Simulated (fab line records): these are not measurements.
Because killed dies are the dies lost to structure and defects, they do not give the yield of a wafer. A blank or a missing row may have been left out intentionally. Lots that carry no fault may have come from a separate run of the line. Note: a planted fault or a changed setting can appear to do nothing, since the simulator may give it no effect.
fab line records -- flow n5_finfet
record lots=10, wafers=30, last_day=17
route steps=1938 shown BEOL_M0@748 BEOL_M1@766 BEOL_M4@1111
lots that met no fault: from a run of the same line without faults
start_h: start of the lot's first displayed wafer, in hours after the record's first day -- wait_h: hours since the lot's step before -- " repeats the value in the row above -- L1.1+2: several wafers, shown together as one row -- - no value, or no start given -- * or withheld: withheld -- < > ~ a bound
route shown NAME@n: NAME is a module with steps in the file, n the number in the route of the first one -- usual: the fault-free wafers' mean and standard deviation -- same: alike in all rows -- chamber/n: place in a boat -- sites: per-site readings -- _std_site: the standard deviation of these -- _edge_site: outer sites' mean less inner sites' -- radius_mm: for every site, how far away it sits from the centre of the wafer -- mask NAME#n: copy n -- behind: the most recent tool/chamber to have shaped the wafer -- hold: the reason the lot was held/the length of the hold in hours/how it ended -- device: transistor that didn't switch, given as n, p or np -- end of line: tests run on the same wafers once the route is complete -- where a step has no rows: the recipe by itself -- killed: dies that structure and defects cost at the first sort, which is not the same as the wafer's yield -- map: the dies of a wafer, with x for killed, . for not killed, _ for no die there
set.NAME: the setting as run; set.NAME@STEP: as run at that earlier step -- model.NAME: the simulator's own value behind a step, which no gauge read
route steps across a sampled set of lots; one table per step, one row per wafer
services: from which hour (start_h, from the record's first day; less than 0 if before it) a tool's chamber was out of use, for how many hours, and why
## steps
# step N5_BEOL_M0_DEP_125
# recipe material=SiCN, target_thk_a=80, temp_c=withheld, precursor=3MS/NH3, pressure_torr=3, rf_w=202, time_s=14
# usual showerhead_plenum_p_Torr=3.668/0.016, showerhead_vpp_V=886/66, throttle_valve_pct=9.1/0.57
lot.wafer,tool,chamber,start_h,wait_h,showerhead_plenum_p_Torr,showerhead_vpp_V,throttle_valve_pct
L942.1,pecvd-04,2,129.07,0.0,3.676,887,9.7
L942.3,pecvd-04,1,129.07,0.0,3.652,863,8.7
L942.6,pecvd-04,0,129.07,0.0,3.674,770,8.4
L943.3,pecvd-01,2,135.49,0.0,3.655,808,8.6
L943.4,pecvd-01,1,135.49,0.0,3.684,977,9.7
L943.6,pecvd-01,2,135.49,0.0,3.653,817,8.1
L945.3,pecvd-01,0,148.09,0.0,3.671,936,8.8
L945.4,pecvd-01,1,148.09,0.0,3.690,972,9.8
L945.5,pecvd-01,0,148.09,0.0,3.667,932,8.8
L948.2,pecvd-01,2,163.85,0.0,3.641,807,8.3
L948.3,pecvd-01,0,163.85,0.0,3.672,928,8.9
L948.6,pecvd-01,2,163.85,0.0,3.643,806,8.5
L952.1,pecvd-02,0,200.35,0.1,3.679,953,9.3
L952.4,pecvd-02,0,200.35,0.1,3.680,955,9.3
L952.5,pecvd-02,0,200.35,0.1,3.679,959,9.3
L953.3,pecvd-02,1,205.20,0.0,3.665,862,9.9
L953.5,pecvd-02,2,205.20,0.0,3.656,863,8.7
L953.6,pecvd-02,1,205.20,0.0,3.658,863,10.0
L958.3,pecvd-02,2,225.29,0.0,3.661,862,8.9
L958.4,pecvd-02,1,225.29,0.0,3.659,859,9.9
L958.5,pecvd-02,0,225.29,0.0,3.690,957,9.7
L960.1,pecvd-01,0,258.43,0.0,3.668,923,8.7
L960.4,pecvd-01,1,258.43,0.0,3.698,975,9.8
L960.5,pecvd-01,0,258.43,0.0,3.673,947,8.7
L959.4,pecvd-04,1,259.02,0.0,3.645,858,8.9
L959.5,pecvd-04,0,259.02,0.0,3.672,778,8.5
L959.6,pecvd-04,2,259.02,0.0,3.683,871,8.4
L961.1,pecvd-01,0,264.63,0.0,3.668,932,8.7
L961.2,pecvd-01,2,264.63,0.0,3.639,801,8.7
L961.4,pecvd-01,1,264.63,0.0,3.699,986,10.0
# step N5_BEOL_M1_INSPECT_13
# recipe mode=adi, inspect_instrument=brightfield
# usual raw_defect_count=396/90
lot.wafer,tool,chamber,start_h,wait_h,raw_defect_count
L942.1,defect_inspect-02,-,130.56,0.1,285
L942.3,defect_inspect-02,-,130.56,0.1,214
L942.6,defect_inspect-02,-,130.56,0.1,270
L943.3,defect_inspect-01,-,137.59,0.0,296
L943.4,defect_inspect-01,-,137.59,0.0,483
L943.6,defect_inspect-01,-,137.59,0.0,281
L945.3,defect_inspect-01,-,148.91,0.0,521
L945.4,defect_inspect-01,-,148.91,0.0,384
L945.5,defect_inspect-01,-,148.91,0.0,354
L948.2,defect_inspect-02,-,165.71,0.1,520
L948.3,defect_inspect-02,-,165.71,0.1,448
L948.6,defect_inspect-02,-,165.71,0.1,351
L952.1,defect_inspect-02,-,203.27,0.1,334
L952.4,defect_inspect-02,-,203.27,0.1,435
L952.5,defect_inspect-02,-,203.27,0.1,376
L953.3,defect_inspect-02,-,206.28,0.0,284
L953.5,defect_inspect-02,-,206.28,0.0,333
L953.6,defect_inspect-02,-,206.28,0.0,322
L958.3,defect_inspect-01,-,227.00,0.0,334
L958.4,defect_inspect-01,-,227.00,0.0,271
L958.5,defect_inspect-01,-,227.00,0.0,330
L960.1,defect_inspect-02,-,260.13,0.1,513
L960.4,defect_inspect-02,-,260.13,0.1,562
L960.5,defect_inspect-02,-,260.13,0.1,635
L959.4,defect_inspect-02,-,261.49,0.0,540
L959.5,defect_inspect-02,-,261.49,0.0,391
L959.6,defect_inspect-02,-,261.49,0.0,468
L961.1,defect_inspect-01,-,265.87,0.1,397
L961.2,defect_inspect-01,-,265.87,0.1,284
L961.4,defect_inspect-01,-,265.87,0.1,273
# step N5_BEOL_M1_CD_MEAS_18
# recipe pitch_nm=36, target_cd_nm=18
# usual cd_nm=18.06/0.25
lot.wafer,tool,chamber,start_h,wait_h,cd_nm
L942.1,cd_sem-01,-,131.02,0.0,18.22
L942.3,cd_sem-01,-,131.02,0.0,18.13
L942.6,cd_sem-01,-,131.02,0.0,18.36
L943.3,cd_sem-01,-,138.27,0.1,18.39
L943.4,cd_sem-01,-,138.27,0.1,18.17
L943.6,cd_sem-01,-,138.27,0.1,18.40
L945.3,cd_sem-01,-,150.03,0.1,18.22
L945.4,cd_sem-01,-,150.03,0.1,17.99
L945.5,cd_sem-01,-,150.03,0.1,17.86
L948.2,cd_sem-02,-,166.30,0.1,18.03
L948.3,cd_sem-02,-,166.30,0.1,17.85
L948.6,cd_sem-02,-,166.30,0.1,17.62
L952.1,cd_sem-01,-,204.15,0.0,18.09
L952.4,cd_sem-01,-,204.15,0.0,18.05
L952.5,cd_sem-01,-,204.15,0.0,17.81
L953.3,cd_sem-02,-,206.74,0.1,17.82
L953.5,cd_sem-02,-,206.74,0.1,17.93
L953.6,cd_sem-02,-,206.74,0.1,17.90
L958.3,cd_sem-02,-,227.49,0.1,18.12
L958.4,cd_sem-02,-,227.49,0.1,17.95
L958.5,cd_sem-02,-,227.49,0.1,18.25
L960.1,cd_sem-01,-,260.59,0.0,18.02
L960.4,cd_sem-01,-,260.59,0.0,17.94
L960.5,cd_sem-01,-,260.59,0.0,18.31
L959.4,cd_sem-01,-,261.97,0.0,17.75
L959.5,cd_sem-01,-,261.97,0.0,17.78
L959.6,cd_sem-01,-,261.97,0.0,18.49
L961.1,cd_sem-02,-,266.67,0.0,17.90
L961.2,cd_sem-02,-,266.67,0.0,18.15
L961.4,cd_sem-02,-,266.67,0.0,18.30
# step N5_BEOL_M1_COAT_76
# recipe resist=underlayer, temp_c=205, time_s=60, spin_rpm=1500, resist_thk_nm=5
# usual heater_power_total_W=391.7/1.4, plate_temp_C=204.99/0.15
lot.wafer,tool,chamber,start_h,wait_h,heater_power_total_W,plate_temp_C
L942.1,litho_track-03,0,131.06,-,390.0,205.17
L942.3,litho_track-03,0,131.06,-,392.1,205.02
L942.6,litho_track-03,0,131.06,-,390.7,204.90
L943.3,litho_track-03,0,138.31,-,390.3,205.34
L943.4,litho_track-03,0,138.31,-,391.4,205.29
L943.6,litho_track-03,0,138.31,-,392.9,205.20
L945.3,litho_track-05,0,150.07,-,393.9,205.27
L945.4,litho_track-05,0,150.07,-,393.7,205.02
L945.5,litho_track-05,0,150.07,-,393.4,205.15
L948.2,litho_track-03,0,166.35,-,392.9,204.96
L948.3,litho_track-03,0,166.35,-,391.7,204.92
L948.6,litho_track-03,0,166.35,-,389.7,204.97
L952.1,litho_track-04,0,204.20,-,392.9,204.98
L952.4,litho_track-04,0,204.20,-,393.0,205.15
L952.5,litho_track-04,0,204.20,-,390.2,204.81
L953.3,litho_track-03,0,206.78,-,378.2,198.20
L953.5,litho_track-03,0,206.78,-,376.2,198.01
L953.6,litho_track-03,0,206.78,-,373.7,197.99
L958.3,litho_track-03,0,227.53,-,374.9,198.19
L958.4,litho_track-03,0,227.53,-,377.1,198.24
L958.5,litho_track-03,0,227.53,-,373.5,198.38
L960.1,litho_track-05,0,260.63,-,393.7,204.91
L960.4,litho_track-05,0,260.63,-,393.1,204.96
L960.5,litho_track-05,0,260.63,-,393.5,205.01
L959.4,litho_track-05,0,262.00,-,390.3,205.00
L959.5,litho_track-05,0,262.00,-,390.7,204.99
L959.6,litho_track-05,0,262.00,-,391.3,204.82
L961.1,litho_track-04,0,266.71,-,389.9,205.07
L961.2,litho_track-04,0,266.71,-,391.8,205.02
L961.4,litho_track-04,0,266.71,-,394.0,205.03
# step N5_BEOL_M4_RC_MEAS_101
# usual DIBL_N=37.0/1.7, DIBL_P=36.7/2, IOFF_N=0.17/0.035, IOFF_P=0.22/0.035, ION_N=672/12, ION_P=461/7.5, SS_N=71.6/0.67, SS_P=73.4/0.64, VT_N=250/3.5, VT_P=-250/3.5
lot.wafer,tool,chamber,start_h,wait_h,DIBL_N[mV/V],DIBL_P[mV/V],IOFF_N[nA/um],IOFF_P[nA/um],ION_N[uA/um],ION_P[uA/um],SS_N[mV/dec],SS_P[mV/dec],VT_N[mV],VT_P[mV]
L942.1,prober-01,0,168.91,0.0,37.2,36.6,0.19,0.27,692,476,72.1,73.0,249,-242
L942.3,prober-01,0,168.91,0.0,34.5,33.5,0.13,0.20,663,461,71.3,72.5,252,-246
L942.6,prober-01,0,168.91,0.0,34.7,33.6,0.14,0.22,663,469,71.2,73.0,249,-246
L943.3,prober-01,0,176.08,0.3,38.7,41.7,0.22,0.27,674,463,72.6,75.0,248,-248
L943.4,prober-01,0,176.08,0.3,37.0,39.1,0.16,0.20,664,454,73.0,73.4,254,-251
L943.6,prober-01,0,176.08,0.3,35.7,36.9,0.14,0.18,645,445,72.5,73.1,256,-253
L945.3,prober-01,0,192.97,0.3,37.8,36.6,0.17,0.21,675,459,71.3,73.5,247,-249
L945.4,prober-01,0,192.97,0.3,36.9,35.6,0.15,0.19,657,451,71.4,73.4,247,-249
L945.5,prober-01,0,192.97,0.3,35.3,33.9,0.12,0.18,650,447,70.9,72.8,252,-250
L948.2,prober-01,0,213.50,0.2,36.4,35.2,0.15,0.18,681,461,71.3,72.5,251,-253
L948.3,prober-01,0,213.50,0.2,38.4,37.3,0.18,0.22,685,458,72.1,72.7,248,-252
L948.6,prober-01,0,213.50,0.2,38.2,37.7,0.18,0.23,691,469,72.2,73.2,249,-252
L952.1,prober-01,0,237.41,0.0,36.9,36.1,0.18,0.26,687,471,71.7,72.8,245,-244
L952.4,prober-01,0,237.41,0.0,35.7,34.7,0.16,0.23,680,470,70.2,73.1,247,-245
L952.5,prober-01,0,237.41,0.0,39.5,39.5,0.24,0.33,693,475,72.4,73.8,243,-242
L953.3,prober-01,0,239.56,0.3,38.1,36.7,0.16,0.22,683,467,71.8,74.0,250,-252
L953.5,prober-01,0,239.56,0.3,38.0,37.2,0.17,0.25,678,467,71.3,73.6,249,-245
L953.6,prober-01,0,239.56,0.3,37.0,35.0,0.14,0.20,661,458,70.8,72.6,254,-253
L958.3,prober-02,0,261.93,0.3,40.4,40.5,0.25,0.31,683,471,73.2,74.2,244,-245
L958.4,prober-02,0,261.93,0.3,37.3,37.0,0.17,0.24,676,465,71.6,73.6,245,-248
L958.5,prober-02,0,261.93,0.3,37.1,36.6,0.18,0.23,690,467,71.2,73.9,246,-247
L960.1,prober-01,0,296.65,0.0,39.6,42.4,0.21,0.29,678,466,72.8,73.9,247,-248
L960.4,prober-01,0,296.65,0.0,37.1,39.0,0.16,0.22,670,467,71.3,73.5,250,-248
L960.5,prober-01,0,296.65,0.0,37.6,39.3,0.15,0.22,666,452,72.0,73.6,251,-249
L959.4,prober-02,0,297.76,0.5,39.9,39.9,0.24,0.27,683,455,72.4,74.1,244,-247
L959.5,prober-02,0,297.76,0.5,38.7,39.0,0.21,0.25,677,454,71.9,74.2,246,-249
L959.6,prober-02,0,297.76,0.5,39.5,38.5,0.21,0.24,681,461,71.9,73.4,247,-253
L961.1,prober-01,0,300.21,0.0,36.6,36.0,0.14,0.21,662,460,72.5,72.9,251,-250
L961.2,prober-01,0,300.21,0.0,36.6,35.7,0.15,0.21,669,464,71.4,73.2,253,-249
L961.4,prober-01,0,300.21,0.0,37.1,36.4,0.16,0.21,672,461,71.9,73.1,251,-250
## services
tool,chamber,start_h,hours,kind
pecvd-02,2,112.56,5.0,scheduled_down
litho_track-04,-,137.72,-,consumable_replace:filter
pecvd-02,1,165.01,5.5,scheduled_down
pecvd-02,2,183.09,2.1,scheduled_down
pecvd-02,2,186.39,16.3,repair
pecvd-01,-,192.75,2.8,pm
pecvd-04,2,202.38,-,clean
pecvd-04,2,202.38,-,consumable_replace:showerhead
pecvd-04,2,202.38,29.0,scheduled_down
pecvd-04,2,202.38,29.0,vent_cycle
pecvd-04,-,206.89,0.8,repair
pecvd-01,-,214.89,2.5,repair
litho_track-04,-,245.20,-,consumable_replace:filter
## key
first_sign step=N5_BEOL_M1_COAT_76, reading=plate_temp_C, direction=down, sigmas=47, usual=*, struck=*
effect step=N5_BEOL_M1_COAT_76, reading=heater_power_total_W, direction=down, sigmas=12, usual=*, struck=*
met_at N5_BEOL_M1_COAT_76
struck_lots L953,L958
not_acting_at N5_BEOL_M0_DEP_125,N5_BEOL_M1_INSPECT_13,N5_BEOL_M1_CD_MEAS_18
onset_between 166.35 206.78
fault kind=process_parameter_drift, tool=litho_track-03, chamber=-, onset_h=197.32, steps=N5_BEOL_M1_COAT_76, channel=temp_c, offset=*, shape=step, end_h=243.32, acts_in=*, stated=*
